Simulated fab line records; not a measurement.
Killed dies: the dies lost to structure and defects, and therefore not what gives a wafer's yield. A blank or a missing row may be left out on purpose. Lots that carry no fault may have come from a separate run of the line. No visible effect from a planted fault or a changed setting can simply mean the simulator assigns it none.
Struck lot and sound lot, side by side	flow n5 finfet	24 out of 1938 route steps
Sound: wafers L170.1, L170.2, L170.3. Struck: wafer L159.5 (left out: L159.2, L159.3 of the same lot, which were not struck); the cause appears at the end.
Each step with rows lists, per side, the tool, then ch with its chambers, then its first start. Under that, the readings that differ: sound wafers	struck wafers	difference of the means	sigmas: that difference in standard deviations of wafers without a fault.
alike: readings whose means differ by less than 2 such deviations, and words and numbers that are the same on both sides. not compared: withheld readings, readings that some wafer has no value for, bounds like >300 that may hide the same value, and numbers for which the record gives no deviation and whose values overlap.
A row with sigmas, a row that says differs or no value, or rows on one side alone: a step with any of these is where the two part. When numbers do not overlap yet have no deviation, they are printed without sigmas and do not part them. A reading missing from all wafers of one side parts the sides only when that side holds two or more wafers.

N5_BEOL_M10_ILD_DEP_00: deposits SiCOH lowk from DEMS/porogen, target thk 308.51 nm, time 58 s.
  sound on pecvd-01 ch 0,1,2, day 15 20:50; struck on pecvd-02 ch 1, day 12 09:49
  alike: heater power w, showerhead plenum p Torr, throttle valve pct
N5_BEOL_M10_CURE_71: cures SiCOH lowk, time 240 s.
  sound on uv cure-01 ch 0, day 15 20:55; struck on uv cure-01 ch 1, day 12 09:58
  alike: lamp power pct, wafer_temp_C_max
N5_BEOL_M10_THK_MEAS_01:
  struck on film metro-01, day 12 10:24; sound on film metro-02, day 15 21:55
  alike: M10_ILD_THK
N5_BEOL_M10_PECVD_70: deposits SiO2 from TEOS/O2, target thk 20 nm, time 22.7 s.
  sound on pecvd-01 ch 0,1,2, day 15 21:57; struck on pecvd-03 ch 2, day 12 10:26
reading	sound	struck	difference	sigmas
showerhead plenum p Torr (Torr)	8.70 8.87 8.75	8.62	-0.15	-2
  alike: heater power w, throttle valve pct
then, 8 steps without rows for these wafers: N5_BEOL_M10_HM_DEP_02 (deposits TiN, target thk 20 nm); N5_BEOL_M10_COAT_59 (time 60 s, resist thk 100 nm); N5_BEOL_M10_COAT_60 (time 60 s, resist thk 30 nm); N5_BEOL_M10_COAT_05 (resist thk 90 nm); N5_BEOL_M10_EBR_07; N5_BEOL_M10_SOFTBAKE_06 (time 60 s); N5_BEOL_M10_EXPOSE_08 (exposes mask M10); N5_BEOL_M10_PEB_09 (peb time 60 s).
N5_BEOL_M10_DEVELOP_10: develop time 30 s.
  sound on litho track-03 ch 0, day 16 00:05; struck on litho track-04 ch 0, day 12 11:41
reading	sound	struck	difference	sigmas
resist line temp C (C)	22.85 22.96 22.82	23.10	+0.22	+2
N5_BEOL_M10_CD_MEAS_11: the cd target is 64.1 nm.
  sound on cd sem-01 ch 0, day 16 00:08; struck on cd sem-02 ch 0, day 12 11:44
reading	sound	struck	difference	sigmas
cd nm (nm)	64.1 64.6 63.2	65.3	+1.3	+3
N5_BEOL_M10_OVL_MEAS_12:
  sound on overlay-01 ch 0, day 16 00:10; struck on overlay-02 ch 0, day 12 11:46
reading	sound	struck	difference	sigmas
M10_OVL (nm)	0.9 -1.6 -0.7	1.6	+2.1	+3
N5_BEOL_M10_INSPECT_13: inspects for defects (brightfield).
  struck on defect inspect-02, day 12 11:47; sound on defect inspect-01, day 16 00:11
  alike: raw defect count
N5_BEOL_M10_DESCUM_16: chemistry O2, time 7.9 s.
  sound on rie diel-03 ch 0,1,2, day 16 00:44; struck on rie diel-04 ch 3, day 12 11:49
reading	sound	struck	difference	sigmas
oes product au (a.u.)	0.71 0.82 0.71	0.88	+0.13	+2
rf vpp V (V)	241.2 244.7 240.9	245.5	+3.2	+2
  alike: drypump motor current A, showerhead plenum p Torr, throttle valve pct
  not compared: rf hours counter h
N5_BEOL_M10_ETCH_61: etches SiARC in CF4, target depth 39 nm, time 65 s.
  sound on rie diel-03 ch 0,1,2, day 16 00:46; struck on rie diel-04 ch 3, day 12 11:52
reading	sound	struck	difference	sigmas
oes product au (a.u.)	0.61 0.70 0.61	0.75	+0.11	+2
model.BEOL_M10.cd offset nm (nm)	0.4 0.2 -0.6	1.4	+1.4	
  alike: drypump motor current A, etch rf on time s, mfc ar sccm, rf vpp V, showerhead plenum p Torr, throttle valve pct
  not compared: rf hours counter h
then, 3 steps without rows for these wafers: N5_BEOL_M10_ETCH_62 (etches SOC in N2/H2, target depth 110 nm, overetch 22 nm, time 165 s); N5_BEOL_M10_STRIP_68 (strips in N2/H2); N5_BEOL_M10_STRIP_67 (strips in CF4).
N5_BEOL_M10_HM_OPEN_17: chemistry Cl2/BCl3, target TiN, target depth 20 nm, overetch 6 nm.
  sound on rie metal-01 ch 0,1, day 16 01:00; struck on rie metal-01 ch 1, day 12 12:06
reading	sound	struck	difference	sigmas
model.BEOL_M10.cd offset nm (nm)	0.4 0.2 -0.8	2	+2	
  alike: drypump motor current A, mfc ar sccm, oes_ar_750_au, oes product au, throttle valve pct
  not compared: rf hours counter h
N5_BEOL_M10_STRIP_19: strips in O2.
  sound on rie diel-04 ch 0,1,3, day 16 01:07; struck on rie diel-04 ch 3, day 12 12:13
  alike: drypump motor current A, oes product au, rf vpp V, showerhead plenum p Torr, throttle valve pct
  not compared: rf hours counter h
-- here the record skips 3 days between the struck wafers' starts before and after, leaving off in module BEOL_M10 and picking up in module PASSIVATION (first step shown: number 1936 of the route) --
N5_PASSIVATION_PROBE_49:
  struck on prober-02, day 15 04:04; sound on prober-02, day 18 12:25
  alike: defect limited yield, killed_at_M0_to_M3, killed_at_M4_up, killed at contacts, killed at front end, killed at other, killed dies, killed on rim, killed open, killed short, sort_bin_5_function, sort_bin_6_memory, sort_bin_8_speed, sort n pass, sort yield pct

## WHERE THEY PART
First at N5_BEOL_M10_PECVD_70; last, within this record, at N5_BEOL_M10_ETCH_61. Later steps at which nothing parts them and some readings are alike: N5_BEOL_M10_HM_OPEN_17, N5_BEOL_M10_STRIP_19, N5_PASSIVATION_PROBE_49.

WHY: whatever the simulator had introduced
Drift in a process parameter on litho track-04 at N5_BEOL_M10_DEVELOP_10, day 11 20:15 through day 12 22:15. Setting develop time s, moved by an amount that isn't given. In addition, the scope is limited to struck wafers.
